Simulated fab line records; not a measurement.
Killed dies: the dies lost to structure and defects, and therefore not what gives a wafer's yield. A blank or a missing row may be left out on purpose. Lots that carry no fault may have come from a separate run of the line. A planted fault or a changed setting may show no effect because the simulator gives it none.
fab line records	flow nandHarc
record lots=7	wafers=20	lastDay=24
route steps=1159 shown A_SLIT@797 A_SIN_REMOVE@804 A_WL_FILL@809 END@1159
lots that met no fault: taken from a fault-free run of the same line
startH: hours from the record's opening day to when the first of the lot's shown wafers began	waitH: hours from the lot's prior step to this one	" same as the row above	L1.1+2: a row that stands for several wafers	- no value, or no start given	* or withheld: withheld	< > ~ a bound
route shown NAME@n: names a module that has steps shown in the file, with the first one's number in the route	usual: mean/standard deviation of fault-free wafers	same: alike in all rows	chamber/n: place in a boat	sites: the reading at each site	_std_site: standard deviation across them	_edge_site: the outer-site mean with the inner-site mean subtracted	radiusMm: how far each site lies from the wafer's centre	mask NAME#n: copy n	behind: the most recent tool/chamber to have shaped the wafer	hold: the reason the lot was held/the length of the hold in hours/how it ended	device: the n, p or np transistor that did not switch	end of line: the same wafers' tests at the end of the route	a step with no rows: only its recipe	killed: dies that structure and defects cost at the first sort, which is not the same as the wafer's yield	map: shows each die of a wafer: x if killed, . if not, _ if none is there
set.NAME: the setting that was run; set.NAME@STEP: the one run at that earlier step	model.NAME: the simulator's own value behind a step, which no gauge read
lots seen at some steps along the route; tables by step, rows by wafer
services: a tool's chamber out of use, with start hour (startH, from the record's first day; less than 0 if before it), hours out, and reason
## steps
# step NHARC_A_SLIT_ETCH_26
# recipe biasV=400	sourceW=2000	pressureMtorr=25	timeS=90	arFlowSccm=375	c4f8FlowSccm=41.7	o2FlowSccm=83.3	targetDepthA=4000	chemistry=C4F8/O2/Ar
# usual drypumpMotorCurrentA=5.6/0.35	showerheadPlenumPTorr=3.74/0.15	throttleValvePct=27.619/0.0085
lot.wafer	tool	chamber	startH	waitH	drypumpMotorCurrentA	rfHoursCounterH	showerheadPlenumPTorr	throttleValvePct
L614.4	harEtch-02	0	346.28	0.8	5.4	-	3.53	27.615
L614.5	"	0	"	"	5.4	-	3.53	27.643
L614.6	"	1	"	"	5.9	-	3.87	27.630
L616.4	harEtch-02	1	358.81	0.8	5.9	-	3.87	27.621
L616.3	"	0	"	"	5.4	-	3.52	27.621
L616.5	"	0	"	"	5.4	-	3.52	27.617
L622.1	harEtch-01	0	411.98	1.3	6.1	44	3.81	27.626
L622.2	"	1	"	"	5.1	44	3.81	27.616
L622.4	"	0	"	"	6.1	-	3.81	27.617
L626.2	harEtch-01	1	424.49	1.2	5.1	50	3.81	27.609
L626.4	"	0	"	"	6.1	-	3.81	27.624
L625.4	harEtch-01	0	426.23	0.8	6.1	-	3.81	27.616
L625.6	"	0	"	"	6.1	-	3.81	27.624
L625.5	"	1	"	"	5.1	-	3.81	27.621
L628.3	harEtch-01	0	437.38	0.6	6.1	-	3.81	27.613
L628.6	"	1	"	"	5.1	-	3.81	27.616
L628.5	"	0	"	"	6.1	-	3.81	27.620
L633.3	harEtch-02	1	456.76	0.6	5.9	-	3.85	27.601
L633.6	"	0	"	"	5.4	-	3.50	27.615
L633.5	"	1	"	"	5.9	-	3.85	27.628
# step NHARC_A_SLIT_STRIP_28
# recipe o2FlowSccm=400	cosFlowSccm=20	arFlowSccm=0	biasW=0	chemistry=O2/COS
# step NHARC_A_SLIT_ETCH_29
# recipe targetDepthA=1000	overetchA=100	timeS=55	ionEnergyEv=100	cf4FlowSccm=80	o2FlowSccm=20	arFlowSccm=0	rfW=300	biasW=100	chemistry=CF4/O2
# usual drypumpMotorCurrentA=5.9/0.44	oesProductAu=0.999/0.0075	rfVppV=198.6/1.4	showerheadPlenumPTorr=1.36/0.052	throttleValvePct=13.396/0.0084
lot.wafer	tool	chamber	startH	waitH	drypumpMotorCurrentA	oesProductAu	rfHoursCounterH	rfVppV	showerheadPlenumPTorr	throttleValvePct
L614.4	rieDiel-07	2	346.84	0.1	6.1	1.003	7	200.4	1.36	13.410
L614.6	"	1	"	"	5.6	1.006	-	199.5	1.43	13.405
L614.5	"	2	"	"	6.1	0.994	-	197.2	1.36	13.401
L616.4	rieDiel-13	2	359.36	0.1	6.0	0.993	6	196.3	1.25	13.385
L616.3	"	1	"	"	5.6	0.988	5	197.5	1.34	13.398
L616.5	"	3	"	"	5.8	0.992	-	200.4	1.41	13.380
L622.2	rieDiel-13	1	412.59	0.1	5.6	1.005	9	198.8	1.34	13.397
L622.4	"	2	"	"	5.9	0.993	11	195.7	1.25	13.388
L622.1	"	3	"	"	5.8	1.003	11	199.8	1.41	13.392
L626.4	rieDiel-13	1	425.12	0.1	5.6	0.998	10	197.1	1.34	13.395
L626.2	"	2	"	"	5.9	1.001	11	195.6	1.25	13.406
L625.4	rieDiel-08	1	426.79	0.1	6.6	0.993	9	198.4	1.39	13.377
L625.6	"	0	"	"	6.3	0.986	-	197.8	1.31	13.397
L625.5	"	1	"	"	6.7	1.001	-	197.4	1.39	13.387
L628.3	rieDiel-07	2	437.91	0.1	6.0	1.006	2	199.3	1.36	13.410
L628.5	"	2	"	"	6.0	1.006	-	199.1	1.36	13.391
L628.6	"	3	"	"	5.8	0.991	-	198.1	1.35	13.386
L633.3	rieDiel-07	3	457.31	0.1	5.8	0.994	4	197.7	1.35	13.394
L633.5	"	3	"	"	5.8	0.990	-	197.0	1.35	13.398
L633.6	"	1	"	"	5.6	1.010	-	199.0	1.43	13.396
# step NHARC_A_SLIT_STRIP_18
# recipe o2FlowSccm=500	arFlowSccm=0	biasW=0	chemistry=O2
# usual drypumpMotorCurrentA=5.9/0.47	oesProductAu=0.999/0.0081	rfVppV=57.9/0.79	showerheadPlenumPTorr=3.59/0.13	throttleValvePct=17.035/0.0093
lot.wafer	tool	chamber	startH	waitH	drypumpMotorCurrentA	oesProductAu	rfHoursCounterH	rfVppV	showerheadPlenumPTorr	throttleValvePct
L614.4	rieDiel-07	0	-	-	4.8	0.994	7	56.3	3.41	17.025
L614.5	"	0	"	"	4.8	0.984	-	58.2	3.41	17.036
L614.6	"	1	"	"	5.6	0.995	-	58.8	3.78	17.046
L616.4	rieDiel-13	2	-	-	6.0	0.990	6	57.2	3.31	17.038
L616.3	"	3	"	"	5.8	1.001	6	57.5	3.71	17.034
L616.5	"	3	"	"	5.8	0.999	-	58.8	3.71	17.021
L622.4	rieDiel-13	2	-	-	6.0	0.992	11	58.0	3.31	17.017
L622.1	"	0	"	"	6.3	1.011	12	58.5	3.51	17.018
L622.2	"	1	"	"	5.6	1.015	9	57.0	3.53	17.040
L626.2	rieDiel-13	3	-	-	5.8	1.001	12	58.1	3.71	17.041
L626.4	"	1	"	"	5.6	0.989	10	58.0	3.53	17.035
L625.4	rieDiel-08	0	-	-	6.3	0.994	9	57.3	3.46	17.025
L625.6	"	1	"	"	6.7	1.007	-	58.0	3.68	17.032
L625.5	"	2	"	"	5.6	1.006	-	56.4	3.66	17.041
L628.3	rieDiel-07	3	-	-	5.8	0.990	2	58.2	3.57	17.033
L628.5	"	1	"	"	5.6	0.996	-	59.0	3.77	17.025
L628.6	"	2	"	"	6.1	1.004	-	59.0	3.60	17.043
L633.3	rieDiel-07	1	-	-	5.6	0.993	4	58.3	3.77	17.035
L633.5	"	3	"	"	5.8	0.991	-	57.0	3.57	17.048
L633.6	"	1	"	"	5.6	0.989	-	59.3	3.77	17.047
# step NHARC_A_SLIT_PRECLEAN_19
# recipe timeS=*	tempC=50	bathAgeMin=0	chemistry=SC1
# step NHARC_A_SLIT_SRD_20
# step NHARC_A_SLIT_CD_MEAS_21
# usual cdNm=289.6/0.57
lot.wafer	tool	chamber	startH	waitH	cdNm
L614.4	cdSem-03	-	347.38	-	289.6
L614.5	"	-	"	"	289.6
L614.6	"	-	"	"	289.7
L616.3	cdSem-02	-	359.91	-	289.4
L616.4	"	-	"	"	289.3
L616.5	"	-	"	"	289.8
L622.1	cdSem-03	-	413.12	-	290.3
L622.2	"	-	"	"	290.0
L622.4	"	-	"	"	290.0
L626.2	cdSem-02	-	425.64	-	289.6
L626.4	"	-	"	"	289.7
L625.4	cdSem-02	-	427.33	-	289.2
L625.5	"	-	"	"	289.6
L625.6	"	-	"	"	290.1
L628.3	cdSem-01	-	438.53	-	290.2
L628.5	"	-	"	"	291.1
L628.6	"	-	"	"	290.6
L633.3	cdSem-03	-	457.97	-	291.1
L633.5	"	-	"	"	290.2
L633.6	"	-	"	"	290.3
# step NHARC_A_SIN_REMOVE_WET_00
# recipe tempC=160	timeS=15300	chemistry=H3PO4
# step NHARC_A_SIN_REMOVE_PRECLEAN_01
# recipe timeS=*	tempC=50	bathAgeMin=0	chemistry=SC1
# step NHARC_A_SIN_REMOVE_SRD_02
# step NHARC_A_SIN_REMOVE_INSPECT_04
# usual rawDefectCount=292/72
lot.wafer	tool	chamber	startH	waitH	rawDefectCount
L614.4	defectInspect-02	-	353.27	0.0	338
L614.5	"	-	"	"	388
L614.6	"	-	"	"	258
L616.3	defectInspect-02	-	367.13	0.0	234
L616.4	"	-	"	"	237
L616.5	"	-	"	"	228
L622.1	defectInspect-02	-	419.13	0.0	230
L622.2	"	-	"	"	311
L622.4	"	-	"	"	202
L626.2	defectInspect-01	-	433.36	0.0	252
L626.4	"	-	"	"	388
L625.4	defectInspect-02	-	433.36	0.0	183
L625.5	"	-	"	"	298
L625.6	"	-	"	"	176
L628.3	defectInspect-01	-	446.20	0.0	240
L628.5	"	-	"	"	249
L628.6	"	-	"	"	278
L633.3	defectInspect-01	-	465.54	0.0	275
L633.5	"	-	"	"	292
L633.6	"	-	"	"	312
# step NHARC_A_WL_FILL_ALD_00
# recipe targetThkA=30	pulseTimeS=3	aldCycles=30	tempC=300	material=Al2O3
# usual aldCycles=30/0	heaterPowerW=469/37	precursorPulseHeightRel=0.997/0.02
# same pulseTimeS=3
lot.wafer	tool	chamber	startH	waitH	aldCycles	heaterPowerW	precursorPulseHeightRel
L614.4	aldHk-04	3	353.42	0.1	30	463	1.040
L614.6	"	0	"	"	30	468	1.017
L614.5	"	1	"	"	30	383	0.979
L616.4	aldHk-01	0	367.23	0.1	30	485	1.031
L616.3	"	1	"	"	30	496	1.027
L616.5	"	3	"	"	30	446	0.991
L622.2	aldHk-04	3	419.20	0.1	30	467	1.011
L622.1	"	1	"	"	30	406	1.019
L622.4	"	2	"	"	31	515	0.986
L625.4	aldHk-01	1	433.43	0.1	30	541	0.985
L625.5	"	1	"	"	30	542	1.017
L625.6	"	2	"	"	30	464	0.992
L626.2	aldHk-04	3	433.48	0.1	30	446	1.011
L626.4	"	0	"	"	31	446	1.001
L628.3	aldHk-04	1	446.34	0.1	30	405	0.997
L628.5	"	3	"	"	31	453	0.980
L628.6	"	0	"	"	30	451	0.968
L633.3	aldHk-01	2	465.64	0.1	30	463	0.955
L633.5	"	1	"	"	30	534	0.977
L633.6	"	2	"	"	30	471	1.028
# step NHARC_A_WL_FILL_RTA_01
# recipe tempC=1000	timeS=5
# usual lampPowerPct=29.12/0.21	lamp_zone_1_pct=29.13/0.21	lamp_zone_4_pct=29.12/0.21	wafer_temp_C_max=1003.6/0.84
lot.wafer	tool	chamber	startH	waitH	lampPowerPct	lamp_zone_1_pct	lamp_zone_4_pct	wafer_temp_C_max
L614.4	rtpAnneal-01	0	353.87	-	29.37	29.35	29.29	1003.6
L614.5	"	0	"	"	29.36	29.42	29.35	1003.8
L614.6	"	0	"	"	29.37	29.39	29.34	1003.5
L616.3	rtpAnneal-02	0	367.69	-	28.92	28.97	28.91	1003.3
L616.4	"	0	"	"	28.96	28.94	28.90	1003.5
L616.5	"	0	"	"	28.96	28.90	28.96	1003.1
L622.1	rtpAnneal-01	0	419.50	-	29.33	29.38	29.39	1003.7
L622.2	"	0	"	"	29.40	29.44	29.34	1003.9
L622.4	"	0	"	"	29.35	29.34	29.38	1006.2
L626.2	rtpAnneal-02	0	433.72	-	28.96	28.99	28.91	1003.1
L626.4	"	0	"	"	28.98	28.94	28.94	1002.5
L625.4	rtpAnneal-02	0	433.95	-	28.92	28.89	28.89	1003.1
L625.5	"	0	"	"	28.89	28.91	28.89	1004.5
L625.6	"	0	"	"	28.88	28.91	28.92	1003.4
L628.3	rtpAnneal-01	0	446.62	-	29.35	29.37	29.40	1003.6
L628.5	"	0	"	"	29.36	29.35	29.35	1003.7
L628.6	"	0	"	"	29.38	29.39	29.42	1003.3
L633.3	rtpAnneal-02	0	465.93	-	28.99	29.01	29.01	1002.7
L633.5	"	0	"	"	29.01	28.96	29.01	1002.6
L633.6	"	0	"	"	28.97	28.99	28.99	1003.7
# step NHARC_END_SORT_01
# recipe tempC=25
# usual killedAtArray=29/12	killedAtOther=0.7/1	killedAtPeriphery=4/3.2	killedDies=34/12	killedOpen=3.4/2	killedShort=1.8/1.3
# same grossDies=677
lot.wafer	tool	chamber	startH	waitH	killedAtArray	killedAtOther	killedAtPeriphery	killedDies	killedOpen	killedShort
L614.4	prober-01	0	476.00	3.4	29	2	4	35	2	1
L614.5	prober-01	0	476.81	3.7	30	2	5	37	6	4
L614.6	prober-01	0	477.61	4.0	27	2	2	31	3	1
L616.3	prober-02	0	481.91	3.0	30	0	0	30	1	1
L616.4	prober-02	0	482.69	3.3	17	0	4	21	3	2
L616.5	prober-02	0	483.48	3.6	24	0	0	24	3	0
L622.1	prober-01	0	530.10	2.5	14	0	0	14	0	1
L622.2	prober-01	0	530.91	2.8	16	0	1	17	1	0
L622.4	prober-01	0	532.52	3.4	14	1	1	16	2	3
L625.4	prober-02	0	546.94	3.4	29	6	3	38	5	4
L625.5	prober-02	0	547.75	3.7	43	0	1	44	2	3
L625.6	prober-02	0	548.55	4.0	34	1	3	38	5	3
L626.2	prober-01	0	553.15	2.8	22	2	11	35	2	3
L626.4	prober-01	0	554.74	3.4	32	1	5	38	3	3
L628.3	prober-01	0	567.78	3.1	16	2	1	19	2	1
L628.5	prober-01	0	569.40	3.8	16	5	3	24	4	2
L628.6	prober-01	0	570.22	4.1	18	5	5	28	5	1
L633.3	prober-02	0	583.34	3.1	43	0	2	45	5	0
L633.5	prober-02	0	584.94	3.7	46	0	2	48	1	2
L633.6	prober-02	0	585.74	4.0	48	0	1	49	3	4
# killed by level:class
L614.4 A_CHANNEL_HOLE_D1:chamberFilmFlake=13 A_SLIT:chamberFilmFlake=9 A_CONTACT:chamberFilmFlake=3 P_STI:chamberFilmFlake=2 THIN_TSV:chamberFilmFlake=2 P_M0:geometricParticle:open=1 A_WL_FILL:geometricParticle:short=1 A_CONTACT:geometricParticle:open=1
L614.5 A_CHANNEL_HOLE_D1:chamberFilmFlake=8 A_STAIRCASE:chamberFilmFlake=5 A_SLIT:chamberFilmFlake=5 A_CONTACT:chamberFilmFlake=3 A_M0:geometricParticle:short=2 THIN_TSV:chamberFilmFlake=2 P_CONTACT:geometricParticle:open=1 P_M1:geometricParticle:open=1
L614.6 A_SLIT:chamberFilmFlake=12 A_CHANNEL_HOLE_D1:chamberFilmFlake=7 A_ONON_D1:geometricParticle:open=2 A_STAIRCASE:chamberFilmFlake=2 A_WL_FILL:chamberFilmFlake=2 THIN_TSV:chamberFilmFlake=2 P_STI:geometricParticle:open=1 A_CONTACT:geometricParticle:short=1
L616.3 A_SLIT:chamberFilmFlake=18 A_CHANNEL_HOLE_D1:chamberFilmFlake=3 A_STAIRCASE:chamberFilmFlake=2 A_BONDPAD:chamberFilmFlake=2 A_CONTACT:chamberFilmFlake=2 A_ONON_D1:geometricParticle:short=1 A_CONTACT:geometricParticle:open=1 A_M0:chamberFilmFlake=1
L616.4 A_SLIT:chamberFilmFlake=9 P_M0:geometricParticle:open=2 A_CHANNEL_HOLE_D1:chamberFilmFlake=2 A_CONTACT:chamberFilmFlake=2 A_BONDPAD:chamberFilmFlake=2 P_M1:geometricParticle:short=1 A_WL_FILL:geometricParticle:short=1 A_CONTACT:geometricParticle:open=1
L616.5 A_SLIT:chamberFilmFlake=13 A_CHANNEL_HOLE_D1:chamberFilmFlake=3 A_CONTACT:chamberFilmFlake=2 A_M0:chamberFilmFlake=2 A_CHANNEL_FILL_D1:geometricParticle:open=1 A_SGD_CUT:geometricParticle:open=1 A_BLC:geometricParticle:open=1 A_STAIRCASE:chamberFilmFlake=1
L622.1 A_STAIRCASE:chamberFilmFlake=7 A_CHANNEL_HOLE_D1:chamberFilmFlake=4 A_WL_FILL:geometricParticle:short=1 A_CHANNEL_FILL_D1:chamberFilmFlake=1 A_CONTACT:chamberFilmFlake=1
L622.2 A_CHANNEL_HOLE_D1:chamberFilmFlake=5 A_CONTACT:chamberFilmFlake=5 A_STAIRCASE:chamberFilmFlake=4 P_M0:geometricParticle:open=1 A_ZERO_WELL:chamberFilmFlake=1 A_WL_FILL:chamberFilmFlake=1
L622.4 A_CHANNEL_HOLE_D1:chamberFilmFlake=4 A_CONTACT:chamberFilmFlake=3 A_STAIRCASE:chamberFilmFlake=2 A_WL_FILL:chamberFilmFlake=2 P_STI:geometricParticle:open=1 A_CHANNEL_HOLE_D1:geometricParticle:open=1 A_CHANNEL_FILL_D1:geometricParticle:short=1 A_WL_FILL:geometricParticle:short=1
L625.4 A_CHANNEL_HOLE_D1:chamberFilmFlake=8 A_STAIRCASE:chamberFilmFlake=6 A_CONTACT:chamberFilmFlake=6 THIN_TSV:chamberFilmFlake=4 A_CONTACT:geometricParticle:open=3 P_STI:chamberFilmFlake=3 A_CHANNEL_HOLE_D1:geometricParticle:open=1 A_CHANNEL_FILL_D1:geometricParticle:short=1
L625.5 A_CHANNEL_HOLE_D1:chamberFilmFlake=23 A_STAIRCASE:chamberFilmFlake=8 A_CONTACT:chamberFilmFlake=5 A_SLIT:chamberFilmFlake=2 P_M2:geometricParticle:short=1 A_SOURCE_PLATE:geometricParticle:open=1 A_CHANNEL_HOLE_D1:geometricParticle:short=1 A_WL_FILL:geometricParticle:short=1
L625.6 A_CONTACT:chamberFilmFlake=14 A_CHANNEL_HOLE_D1:chamberFilmFlake=10 A_STAIRCASE:chamberFilmFlake=6 P_GATE:geometricParticle:short=2 P_M0:geometricParticle:open=1 A_SOURCE_PLATE:geometricParticle:open=1 A_ONON_D1:geometricParticle:open=1 A_BLC:geometricParticle:short=1
L626.2 A_CONTACT:chamberFilmFlake=7 A_STAIRCASE:chamberFilmFlake=6 P_ZERO_WELL:chamberFilmFlake=5 P_CONTACT:chamberFilmFlake=5 A_CHANNEL_HOLE_D1:chamberFilmFlake=4 A_WL_FILL:geometricParticle:short=2 A_SLIT:chamberFilmFlake=2 P_CONTACT:geometricParticle:open=1
L626.4 A_CONTACT:chamberFilmFlake=13 A_STAIRCASE:chamberFilmFlake=9 A_CHANNEL_HOLE_D1:chamberFilmFlake=5 P_CONTACT:chamberFilmFlake=3 P_M0:geometricParticle:short=2 A_CONTACT:geometricParticle:open=2 A_ONON_D1:geometricParticle:open=1 A_WL_FILL:geometricParticle:short=1
L628.3 A_CHANNEL_HOLE_D1:chamberFilmFlake=7 A_WL_FILL:chamberFilmFlake=3 A_STAIRCASE:chamberFilmFlake=2 THIN_TSV:chamberFilmFlake=2 A_WL_FILL:geometricParticle:short=1 A_WL_FILL:geometricParticle:open=1 A_BLC:geometricParticle:open=1 P_STI:chamberFilmFlake=1
L628.5 A_CHANNEL_HOLE_D1:chamberFilmFlake=6 THIN_TSV:chamberFilmFlake=5 A_CONTACT:chamberFilmFlake=3 P_CONTACT:geometricParticle:open=2 A_WL_FILL:geometricParticle:open=2 A_STAIRCASE:chamberFilmFlake=2 A_CHANNEL_FILL_D1:geometricParticle:short=1 A_WL_FILL:geometricParticle:short=1
L628.6 A_CHANNEL_HOLE_D1:chamberFilmFlake=11 THIN_TSV:chamberFilmFlake=5 A_STAIRCASE:chamberFilmFlake=3 P_GATE:chamberFilmFlake=2 P_CONTACT:geometricParticle:short=1 P_CONTACT:geometricParticle:open=1 P_M1:geometricParticle:open=1 A_CONTACT:geometricParticle:open=1
L633.3 A_SLIT:chamberFilmFlake=18 A_CHANNEL_HOLE_D1:chamberFilmFlake=12 A_CONTACT:geometricParticle:open=3 A_STAIRCASE:chamberFilmFlake=3 A_CONTACT:chamberFilmFlake=3 A_SOURCE_PLATE:geometricParticle:open=1 A_WL_FILL:geometricParticle:open=1 P_ZERO_WELL:chamberFilmFlake=1
L633.5 A_SLIT:chamberFilmFlake=20 A_STAIRCASE:chamberFilmFlake=9 A_CHANNEL_HOLE_D1:chamberFilmFlake=8 A_WL_FILL:chamberFilmFlake=2 A_CONTACT:chamberFilmFlake=2 A_M1:chamberFilmFlake=2 P_GATE:geometricParticle:open=1 A_ONON_D1:geometricParticle:short=1
L633.6 A_SLIT:chamberFilmFlake=24 A_STAIRCASE:chamberFilmFlake=4 A_WL_FILL:chamberFilmFlake=3 A_CONTACT:chamberFilmFlake=3 A_M1:chamberFilmFlake=3 A_WL_FILL:geometricParticle:short=2 A_CHANNEL_HOLE_D1:chamberFilmFlake=2 A_ONON_D1:geometricParticle:open=1
## services
tool	chamber	startH	hours	kind
rieDiel-07	0	335.20	-	clean
rieDiel-07	1	335.20	-	clean
rieDiel-07	2	335.20	-	clean
rieDiel-07	3	335.20	-	clean
rieDiel-07	2	343.14	2.7	repair
rieDiel-07	0	359.70	-	clean
rieDiel-07	1	359.70	-	clean
rieDiel-07	2	359.70	-	clean
rieDiel-07	3	359.70	-	clean
rieDiel-07	0	384.20	-	clean
rieDiel-07	1	384.20	-	clean
rieDiel-07	2	384.20	-	clean
rieDiel-07	3	384.20	-	clean
rieDiel-13	1	386.70	11.2	repair
rieDiel-07	-	405.20	9.0	pm
rieDiel-07	0	405.20	9.0	ventCycle
rieDiel-07	1	405.20	9.0	ventCycle
rieDiel-07	2	405.20	9.0	ventCycle
rieDiel-07	3	405.20	9.0	ventCycle
aldHk-01	-	409.12	10.0	pm
rieDiel-08	3	431.68	15.6	repair
rieDiel-07	0	432.15	26.6	repair
rieDiel-13	-	445.81	0.5	repair
rieDiel-13	-	453.00	9.0	pm
## key
firstSign step=NHARC_A_WL_FILL_ALD_00	reading=aldCycles	direction=up	sigmas=99+	usual=30	struck=31
effect none on later readings
metAt NHARC_A_WL_FILL_ALD_00
struckWafers L622.4,L626.4,L628.5
testerLeftOut L622,L626,L628
onsetBetween 353.42 419.20
fault kind=processParameterDrift	tool=aldHk-04	chamber=-	onsetH=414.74	steps=NHARC_A_WL_FILL_ALD_00	channel=aldCycles	offset=1	shape=step	endH=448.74	scope=struckWafersOnly	actsIn=theseRecipesOnly	stated=30
# testerLeftOut: of these lots the tester's yield and bins aren't shown, on N5 and GAA mostly nor the transistor test; their killed dies are dies lost to structure and defects alone, not to doping, threshold or leakage, so they don't give the yield
